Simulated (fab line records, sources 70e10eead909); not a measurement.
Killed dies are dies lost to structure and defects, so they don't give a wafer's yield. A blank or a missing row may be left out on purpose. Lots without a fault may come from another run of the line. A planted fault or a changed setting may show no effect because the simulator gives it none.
A struck lot beside a sound one | flow nand_harc | 40 steps out of a route of 1302
Sound: wafers L797.1, L797.4, L797.5. Struck: wafers L806.1, L806.2, L806.4. The cause comes at the end.
At each step with rows: each side's tool, then ch and its chambers, then its first start. Under that, the readings that differ: sound wafers | struck wafers | difference of the means | sigmas: that difference in standard deviations of wafers without a fault.
alike: readings whose means differ by less than 2 such deviations, and words and numbers that are the same on both sides. not compared: withheld readings, readings that some wafer has no value for, bounds like >300 that may hide the same value, and numbers for which the record gives no deviation and whose values overlap.
The two part at a step that has a row with sigmas, a row that says differs or no value, or rows on one side only. Numbers that don't overlap but have no deviation are shown without sigmas and don't part them. A reading that every wafer of one side lacks parts them only if that side has two wafers or more.

first, 1 step without rows for these wafers: NHARC_A_CHANNEL_FILL_D1_SRD_12.
NHARC_A_CHANNEL_FILL_D1_INSPECT_13:
  sound on defect_inspect-02, day 10 20:58; struck on defect_inspect-02, day 14 20:26
  alike: raw_defect_count
NHARC_A_DECK1_JOINT_ETCHBACK_07: etches the open film in HBr, target depth 105 nm, time 26.9 s.
  sound on rie_si-05 ch 0,1,3, day 10 21:04; struck on rie_si-01 ch 0,1,2, day 14 20:29
  alike: bias_w, drypump_motor_current_A, oes_product_au, throttle_valve_pct
  not compared: rf_hours_counter_h
then, 8 steps without rows for these wafers: NHARC_A_DECK1_JOINT_ETCH_25 (etches SiO2 in dHF, target depth 0.5 nm); NHARC_A_DECK1_JOINT_ETCH_19 (etches poly-Si in TMAH, target depth 3 nm); NHARC_A_DECK1_JOINT_ETCH_18 (etches SiO2 in dHF, target depth 3 nm); NHARC_A_DECK1_JOINT_WET_08 (chemistry H3PO4, time 86 s); NHARC_A_DECK1_JOINT_ETCH_09 (etches SiO2 in dHF, target depth 5 nm); NHARC_A_DECK1_JOINT_WET_10 (chemistry H3PO4, time 86 s); NHARC_A_DECK1_JOINT_ETCH_11 (etches SiO2 in dHF, target depth 35 nm); NHARC_A_DECK1_JOINT_CVD_12 (deposits poly-Si, target thk 90 nm, time 1800 s).
NHARC_A_DECK1_JOINT_CMP_13: polishes, target thk 51.023 nm.
  sound on cmp-03 ch 1,2,3, day 11 07:17; struck on cmp-02 ch 0,1,3, day 15 06:38
  alike: motor_current_A, time_to_endpoint_s
NHARC_A_DECK1_JOINT_THK_MEAS_14: measures by ellipsometry.
  sound on film_metro-02, day 11 07:32; struck on film_metro-01, day 15 06:53
  alike: thk_nm
then, 1 step without rows for these wafers: NHARC_A_DECK1_JOINT_SRD_04.
NHARC_A_DECK1_JOINT_ETCHBACK_00: etches the open film in HBr, target depth 30 nm, time 17.4 s.
  sound on rie_si-01 ch 0,2, day 11 07:42; struck on rie_si-05 ch 0,1,3, day 15 07:02
  alike: bias_w, drypump_motor_current_A, oes_product_au, throttle_valve_pct
  not compared: rf_hours_counter_h
then, 8 steps without rows for these wafers: NHARC_A_DECK1_JOINT_PRECLEAN_30 (cleans in SC1); NHARC_A_DECK1_JOINT_SRD_31; NHARC_A_DECK1_JOINT_CVD_34 (deposits SiNx, target thk 20 nm); NHARC_A_DECK1_JOINT_DEP_06 (deposits SiOx, target thk 80 nm); NHARC_A_DECK1_JOINT_CURE_26 (time 32 s); NHARC_A_DECK1_JOINT_ANNEAL_27 (time 3600 s); NHARC_A_DECK1_JOINT_ANNEAL_28 (time 1800 s); NHARC_A_DECK1_JOINT_ANNEAL_29 (time 1800 s).
NHARC_A_DECK1_JOINT_CMP_02: polishes SiOx.
  sound on cmp-02 ch 1,3, day 12 05:13; struck on cmp-01 ch 0,1,3, day 16 06:01
  alike: motor_current_A
then, 1 step without rows for these wafers: NHARC_A_DECK1_JOINT_SRD_15.
NHARC_A_DECK1_JOINT_DEP_16: deposits SiO2, target thk 45 nm.
  sound on pecvd-03 ch 0,1, day 12 05:36; struck on pecvd-01 ch 0,1, day 16 06:24
  alike: heater_power_w, throttle_valve_pct
NHARC_A_DECK1_JOINT_THK_MEAS_17: measures by ellipsometry.
  sound on film_metro-01, day 12 05:53; struck on film_metro-01, day 16 06:41
  alike: thk_nm
then, 1 step without rows for these wafers: NHARC_A_ONON_D2_DEP_00 (target thk 1000 nm).
NHARC_A_ONON_D2_THK_MEAS_02: measures by ellipsometry.
  sound on film_metro-02, day 12 06:29; struck on film_metro-02, day 16 07:17
  alike: thk_nm
then, 1 step without rows for these wafers: NHARC_A_ONON_D2_DEP_03 (target thk 1000 nm).
NHARC_A_ONON_D2_THK_MEAS_05: measures by ellipsometry.
  sound on film_metro-02, day 12 07:04; struck on film_metro-02, day 16 07:52
  alike: thk_nm
then, 1 step without rows for these wafers: NHARC_A_ONON_D2_DEP_06 (target thk 1000 nm).
NHARC_A_ONON_D2_THK_MEAS_08: measures by ellipsometry.
  sound on film_metro-02, day 12 07:37; struck on film_metro-01, day 16 08:26
  reading     | sound       | struck         | difference | sigmas
  thk_nm (nm) | 991 991 991 | 1016 1015 1014 | +24        | +2
then, 1 step without rows for these wafers: NHARC_A_ONON_D2_DEP_09 (target thk 1000 nm).
NHARC_A_ONON_D2_THK_MEAS_11: measures by ellipsometry.
  sound on film_metro-02, day 12 08:11; struck on film_metro-02, day 16 08:59
  alike: thk_nm
then, 1 step without rows for these wafers: NHARC_A_ONON_D2_DEP_12 (target thk 1000 nm).
NHARC_A_ONON_D2_THK_MEAS_14: measures by ellipsometry.
  sound on film_metro-02, day 12 08:46; struck on film_metro-01, day 16 09:34
  alike: thk_nm
then, 2 steps without rows for these wafers: NHARC_A_ONON_D2_ANNEAL_15 (time 3600 s); NHARC_A_ONON_D2_DEP_16 (target thk 1000 nm).
-- the record jumps here: 12 days lie between the struck wafers' starts before and after (it left off in module A_ONON_D2 and takes up again in module END, whose first step shown is number 1302 of the route) --
NHARC_END_SORT_01:
  the record has rows for the struck wafers here (prober-02 ch 0, day 28 08:28) and none for the sound ones

WHERE THEY PART
First at NHARC_A_ONON_D2_THK_MEAS_08; last, within this record, at NHARC_END_SORT_01.

WHY: what the simulator had put in
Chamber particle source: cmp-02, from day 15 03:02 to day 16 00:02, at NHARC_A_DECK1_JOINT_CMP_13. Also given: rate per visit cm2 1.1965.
